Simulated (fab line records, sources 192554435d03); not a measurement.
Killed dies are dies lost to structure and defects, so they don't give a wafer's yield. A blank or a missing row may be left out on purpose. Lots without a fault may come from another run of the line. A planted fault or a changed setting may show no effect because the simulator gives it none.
fab line records | flow n5_finfet
record lots=10 wafers=29 last_day=18
route steps=1938 shown BEOL_M0_SAQP@638 BEOL_M4@1111
lots that met no fault: from a run of the same line without faults
start_h: hours from the record's first day to the start of the lot's first wafer shown | wait_h: hours since the lot's step before | " the same as in the row above | L1.1+2: a row that stands for several wafers | - no value, or no start given | * or withheld: withheld | < > ~ a bound
route shown NAME@n: a module of which the file shows steps, and the number in the route of the first | usual: mean/standard deviation of fault-free wafers | same: alike in all rows | chamber/n: place in a boat | sites: the reading at each site | _std_site: their standard deviation | _edge_site: outer sites' mean less inner sites' | radius_mm: how far each site lies from the wafer's centre | mask NAME#n: copy n | behind: the tool/chamber that last shaped the wafer | hold: why the lot was held/for how many hours/how that ended | device: the transistor (n, p or np) that didn't switch | end of line: the same wafers' tests at the end of the route | a step without rows: its recipe alone | killed: dies lost to structure and defects at the first sort, not the wafer's yield | map: a wafer's dies, x killed, . not, _ none there
set.NAME: the setting as run; set.NAME@STEP: as run at that earlier step | model.NAME: the simulator's own value behind a step, which no gauge read
steps of the route over a sample of lots; a table a step, a row a wafer
services: from which hour (start_h, from the record's first day; less than 0 if before it) a tool's chamber was out of use, for how many hours, and why
## steps
# step N5_BEOL_M0_SAQP_PECVD_04
# recipe material=a-Si target_thk_a=600 temp_c=350 precursor=SiH4/He pressure_torr=3 rf_w=100 time_s=60.2
# usual heater_power_w=659/98 showerhead_plenum_p_Torr=5.68/0.044 throttle_valve_pct=18.0/0.79
# columns lot.wafer tool chamber start_h wait_h heater_power_w showerhead_plenum_p_Torr throttle_valve_pct
L827.1 pecvd-03 0 110.66 0.0 522 5.62 19.5
L827.3 " 2 " " 686 5.76 16.6
L827.6 " 0 " " 529 5.63 18.9
L829.2 pecvd-02 1 134.29 0.0 785 5.75 18.3
L829.3 " 0 " " 569 5.68 18.2
L829.6 " 2 " " 676 5.66 17.3
L833.2 pecvd-01 2 148.66 0.0 698 5.70 17.2
L833.3 " 1 " " 586 5.60 18.1
L833.4 " 2 " " 667 5.70 17.2
L834.3 pecvd-03 0 152.17 0.0 516 5.64 19.2
L834.6 " 0 " " 520 5.64 19.4
L843.1 pecvd-01 0 208.40 0.0 648 5.64 18.6
L843.2 " 1 " " 513 5.60 18.1
L843.6 " 1 " " 524 5.60 18.1
L846.1 pecvd-03 0 223.53 0.0 444 5.63 19.1
L846.3 " 1 " " 638 5.69 18.1
L846.4 " 1 " " 655 5.69 18.2
L848.2 pecvd-02 0 236.81 0.0 624 5.69 18.0
L848.4 " 2 " " 766 5.65 17.1
L848.5 " 2 " " 737 5.66 17.2
L847.1 pecvd-02 0 239.93 0.0 650 5.69 18.5
L847.3 " 2 " " 760 5.65 17.5
L847.6 " 1 " " 714 5.72 18.5
L849.1 pecvd-03 1 241.27 0.0 635 5.68 18.1
L849.4 " 2 " " 652 5.75 17.0
L849.5 " 1 " " 630 5.67 18.1
L850.1 pecvd-02 1 246.13 0.0 697 5.74 18.3
L850.4 " 0 " " 606 5.69 18.3
L850.6 " 1 " " 679 5.74 18.5
# step N5_BEOL_M0_SAQP_THK_MEAS_05
# usual thk_nm=59.7/0.82
# columns lot.wafer tool chamber start_h wait_h thk_nm
L827.1 film_metro-01 - 110.76 0.1 59.3
L827.3 " - " " 58.9
L827.6 " - " " 60.5
L829.2 film_metro-02 - 134.39 0.1 59.4
L829.3 " - " " 59.9
L829.6 " - " " 60.4
L833.2 film_metro-01 - 148.76 0.1 58.8
L833.3 " - " " 58.6
L833.4 " - " " 60.3
L834.3 film_metro-01 - 152.27 0.1 59.9
L834.6 " - " " 60.8
L843.1 film_metro-02 - 208.53 0.1 58.4
L843.2 " - " " 58.9
L843.6 " - " " 59.0
L846.1 film_metro-02 - 223.62 0.1 59.1
L846.3 " - " " 58.0
L846.4 " - " " 59.8
L848.2 film_metro-01 - 236.94 0.1 59.6
L848.4 " - " " 60.7
L848.5 " - " " 60.7
L847.1 film_metro-01 - 240.03 0.1 60.8
L847.3 " - " " 60.5
L847.6 " - " " 61.3
L849.1 film_metro-01 - 241.37 0.1 59.7
L849.4 " - " " 60.7
L849.5 " - " " 59.6
L850.1 film_metro-01 - 246.23 0.1 59.6
L850.4 " - " " 60.8
L850.6 " - " " 60.2
# step N5_BEOL_M0_SAQP_OVL_MEAS_15
# recipe points_per_wafer=44
# usual M0_CORE_OVL=-0.1/0.73
# columns lot.wafer tool chamber start_h wait_h M0_CORE_OVL[nm]
L827.1 overlay-02 0 111.15 0.0 -0.1
L827.3 " 0 " " 0.3
L827.6 " 0 " " 1.1
L829.2 overlay-02 0 134.80 0.0 -0.2
L829.3 " 0 " " 1.1
L829.6 " 0 " " -0.1
L833.2 overlay-01 0 149.28 0.0 -0.6
L833.3 " 0 " " -0.9
L833.4 " 0 " " -0.5
L834.3 overlay-02 0 152.78 0.0 0.3
L834.6 " 0 " " 0.2
L843.1 overlay-02 0 208.91 0.0 -1.0
L843.2 " 0 " " -0.4
L843.6 " 0 " " -0.3
L846.1 overlay-02 0 224.14 0.0 -0.4
L846.3 " 0 " " 0.2
L846.4 " 0 " " -0.6
L848.2 overlay-02 0 237.45 0.0 -0.2
L848.4 " 0 " " -0.2
L848.5 " 0 " " 0.8
L847.1 overlay-01 0 240.54 0.0 0.4
L847.3 " 0 " " 0.0
L847.6 " 0 " " -0.5
L849.1 overlay-02 0 241.88 0.0 0.6
L849.4 " 0 " " -0.5
L849.5 " 0 " " -1.1
L850.1 overlay-02 0 246.62 0.0 -0.8
L850.4 " 0 " " 0.5
L850.6 " 0 " " 0.5
# step N5_BEOL_M0_SAQP_ETCH_102
# recipe chemistry=CF4 target=SiO2 target_depth_a=40 ion_energy_ev=350 time_s=4.4 pressure_mtorr=10 icp_w=800 bias_w=400 cf4_flow_sccm=80
# usual drypump_motor_current_A=5.7/0.52 he_backside_leak_sccm=2.8/0.36 oes_product_au=0.990/0.023 throttle_valve_pct=21.92/0.24
# columns lot.wafer tool chamber start_h wait_h drypump_motor_current_A he_backside_leak_sccm oes_product_au rf_hours_counter_h throttle_valve_pct
L827.1 rie_si-05 3 112.95 0.1 6.0 3.0 0.981 71 21.57
L827.3 " 0 " " 5.9 3.2 0.998 39 21.87
L827.6 " 2 " " 6.2 2.9 0.989 - 22.05
L829.2 rie_si-05 3 138.42 0.1 6.0 3.0 0.990 72 21.58
L829.3 " 0 " " 5.9 3.0 1.013 39 21.90
L829.6 " 1 " " 5.7 2.6 0.984 - 21.45
L833.2 rie_si-03 2 151.72 0.1 4.9 2.7 1.017 18 22.18
L833.3 " 3 " " 5.7 2.4 1.161 142 21.96
L833.4 " 1 " " 5.1 2.7 1.002 187 22.24
L834.3 rie_si-03 0 154.63 0.1 6.2 2.9 1.183 39 22.10
L834.6 " 2 " " 4.9 2.5 1.241 - 22.27
L843.1 rie_si-05 0 210.82 0.1 5.9 3.1 1.000 41 21.87
L843.2 " 3 " " 6.0 3.1 0.990 73 21.59
L843.6 " 0 " " 5.9 3.1 1.016 - 21.87
L846.1 rie_si-05 2 226.18 0.1 6.2 2.8 0.984 121 22.05
L846.3 " 0 " " 5.9 2.9 0.998 41 21.88
L846.4 " 3 " " 6.0 3.1 0.987 73 21.58
L848.2 rie_si-03 3 240.53 0.1 5.7 3.0 0.951 144 21.87
L848.4 " 1 " " 5.1 2.6 1.014 0 22.05
L848.5 " 3 " " 5.7 2.8 0.954 - 21.89
L847.1 rie_si-03 1 242.80 0.1 5.1 2.5 1.003 0 22.06
L847.3 " 2 " " 4.9 2.3 1.017 19 22.17
L847.6 " 3 " " 5.7 2.7 0.955 - 21.87
L849.1 rie_si-02 2 243.83 0.1 5.9 2.4 0.997 8 21.46
L849.4 " 3 " " 6.5 2.9 0.999 112 21.87
L849.5 " 0 " " 6.4 2.9 1.015 - 21.94
L850.1 rie_si-03 1 248.47 0.1 5.1 2.5 1.011 0 22.05
L850.4 " 2 " " 4.9 2.5 1.026 20 22.20
L850.6 " 1 " " 5.1 2.5 1.013 - 22.06
# step N5_BEOL_M4_RC_MEAS_101
# usual DIBL_N=35.9/1.4 DIBL_P=35.9/1.7 IOFF_N=0.160/0.026 IOFF_P=0.21/0.036 ION_N=672/11 ION_P=461/8.1 SS_N=71.4/0.54 SS_P=73.2/0.67 VT_N=249.3/2.7 VT_P=-250/3.9
# columns lot.wafer tool chamber start_h wait_h DIBL_N[mV/V] DIBL_P[mV/V] IOFF_N[nA/um] IOFF_P[nA/um] ION_N[uA/um] ION_P[uA/um] SS_N[mV/dec] SS_P[mV/dec] VT_N[mV] VT_P[mV]
L827.1 prober-01 0 161.63 0.0 35.5 35.6 0.172 0.26 685 473 71.3 73.5 250.0 -243
L827.3 " 0 " " 34.1 33.7 0.148 0.23 678 478 71.3 73.0 248.9 -246
L827.6 " 0 " " 34.8 34.4 0.159 0.24 681 474 71.0 72.9 248.9 -244
L829.2 prober-01 0 192.44 0.2 34.8 34.6 0.127 0.20 660 460 71.4 71.7 253.8 -248
L829.3 " 0 " " 36.4 37.3 0.172 0.26 683 474 71.5 73.3 250.2 -246
L829.6 " 0 " " 32.5 32.9 0.114 0.19 669 470 70.7 72.3 250.5 -247
L833.2 prober-01 0 197.59 0.2 35.8 37.4 0.168 0.24 689 473 71.4 73.3 248.0 -249
L833.3 " 0 " " 37.2 38.3 0.183 0.24 681 463 71.7 73.6 246.9 -247
L833.4 " 0 " " 35.4 36.6 0.158 0.21 666 459 70.7 73.8 249.3 -252
L834.3 prober-01 0 208.99 0.3 36.4 35.9 0.160 0.23 677 474 71.3 73.2 248.7 -247
L834.6 " 0 " " 35.4 34.2 0.147 0.20 670 465 70.6 72.6 249.6 -246
L843.1 prober-01 0 265.84 0.0 36.9 35.9 0.178 0.21 678 461 72.2 73.9 247.4 -249
L843.2 " 0 " " 35.4 34.5 0.158 0.20 664 453 72.0 72.6 249.4 -252
L843.6 " 0 " " 35.4 34.0 0.147 0.18 662 445 71.9 73.1 252.3 -254
L846.1 prober-01 0 288.39 0.0 35.5 35.9 0.162 0.25 663 465 72.1 72.7 249.5 -243
L846.3 " 0 " " 37.5 38.4 0.193 0.28 680 472 72.4 74.2 248.3 -244
L846.4 " 0 " " 35.4 35.7 0.156 0.24 667 462 71.2 72.8 249.9 -248
L848.2 prober-02 0 291.75 0.2 40.2 39.1 0.228 0.27 677 468 72.5 74.4 246.0 -248
L848.4 " 0 " " 35.4 34.9 0.132 0.19 672 462 70.7 72.5 252.0 -254
L848.5 " 0 " " 37.4 37.0 0.165 0.22 682 465 71.2 73.3 247.7 -249
L847.1 prober-02 0 309.35 0.0 36.1 34.4 0.142 0.15 664 450 70.9 72.8 249.5 -258
L847.3 " 0 " " 37.1 36.0 0.142 0.17 643 441 71.9 73.1 253.3 -254
L847.6 " 0 " " 37.0 36.6 0.158 0.18 674 450 71.8 73.2 248.2 -255
L849.1 prober-01 0 309.69 0.0 36.2 37.0 0.186 0.23 670 458 72.1 73.9 245.1 -248
L849.4 " 0 " " 35.4 37.1 0.171 0.22 690 465 71.6 74.4 248.0 -250
L849.5 " 0 " " 34.2 34.5 0.136 0.18 660 451 71.1 72.8 251.7 -253
L850.1 prober-02 0 316.26 0.0 36.1 36.2 0.149 0.18 665 456 71.0 72.9 252.6 -253
L850.4 " 0 " " 35.0 35.4 0.136 0.17 678 459 70.9 73.7 253.1 -255
L850.6 " 0 " " 38.2 39.4 0.190 0.24 675 462 71.5 74.2 249.5 -248
## services
# columns tool chamber start_h hours kind
pecvd-02 2 94.85 5.5 scheduled_down
pecvd-03 - 97.71 5.5 pm
rie_si-02 0 99.99 3.4 repair
rie_si-02 3 103.74 15.8 repair
pecvd-03 2 138.28 2.1 scheduled_down
rie_si-02 2 143.07 15.9 repair
pecvd-02 - 149.20 1.5 repair
pecvd-02 0 162.79 21.3 repair
pecvd-02 - 174.89 0.7 repair
pecvd-01 - 178.63 6.0 pm
pecvd-02 - 185.19 4.3 pm
rie_si-03 1 205.65 - clean
rie_si-03 1 205.65 16.1 scheduled_down
rie_si-03 1 205.65 16.1 vent_cycle
pecvd-01 2 207.56 17.3 repair
pecvd-03 - 212.33 5.2 repair
pecvd-01 0 214.99 5.0 scheduled_down
rie_si-02 - 222.50 0.3 repair
pecvd-02 1 234.64 2.1 scheduled_down
rie_si-02 - 237.34 2.8 pm
## key
first_sign step=N5_BEOL_M0_SAQP_ETCH_102 reading=oes_product_au direction=up sigmas=8.9 usual=0.990 struck=1.195
effect none on later readings
met_at N5_BEOL_M0_SAQP_ETCH_102
struck_lots L833,L834
struck_wafers L833.3,L834.3,L834.6
not_acting_at N5_BEOL_M0_SAQP_PECVD_04,N5_BEOL_M0_SAQP_THK_MEAS_05,N5_BEOL_M0_SAQP_OVL_MEAS_15
fault kind=process_parameter_drift tool=rie_si-03 chamber=- onset_h=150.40 steps=N5_BEOL_M0_SAQP_ETCH_102 channel=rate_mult offset=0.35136 shape=step end_h=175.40 scope=struck_wafers_only
